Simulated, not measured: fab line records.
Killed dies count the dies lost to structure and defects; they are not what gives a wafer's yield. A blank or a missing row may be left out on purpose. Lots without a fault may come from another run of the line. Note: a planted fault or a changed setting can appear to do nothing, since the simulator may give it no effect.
Chamber matching ; flow nandHarc ; NHARC_THIN_TSV_ETCH_44 on rieDiel-12: 4 sister chambers
The step etches the open film in CF4/O2, target depth 1594.2 nm, time 797.1 s. 8 wafers are shown with their chamber, then 10 later ones without.

WAFERS, EACH WITH ITS CHAMBER
wafer;chamber;drypumpMotorCurrentA (A);rfVppV (V)
L083.3;0;5.4;791
L083.5;3;5.9;801
L087.6;2;5.3;791
L085.1;1;6.3;797
L085.2;2;5.3;789
L085.6;0;5.4;789
L092.1;1;6.4;797
L092.2;3;5.9;802

WAFERS WITH NO CHAMBER GIVEN
wafer;drypumpMotorCurrentA (A);rfVppV (V)
L092.6;6.3;796
L091.4;5.8;802
L091.5;5.4;791
L091.6;5.9;801
L095.2;5.4;792
L095.4;5.3;790
L095.5;5.4;790
L096.1;6.4;796
L096.4;5.3;789
L096.5;5.9;801

THE CHAMBER EACH PASSED THROUGH
wafer;from the rows above;in truth
L092.6;1;1
L091.4;3;3
L091.5;0;0
L091.6;3;3
L095.2;can't be placed: 0 or 2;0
L095.4;2;2
L095.5;0;0
L096.1;1;1
L096.4;2;2
L096.5;3;3
Placed correctly: 9 of 10. Unplaceable from these rows: 1, with the true chamber sitting among the candidates in 1. Number placed wrongly: 0.
How it was worked out, from the rows above alone: a wafer's distance from a chamber is the root of the sum, over the readings, of the square of ((its reading less the chamber's mean) divided by the reading's scatter). The wafer belongs to the nearest chamber; if the next one is less than 2 further off, it can't be placed. A chamber's mean is the mean of its shown wafers. The scatter: the root of (the sum of the squares of (reading less its chamber's mean) over the shown wafers, divided by (wafers less chambers)).
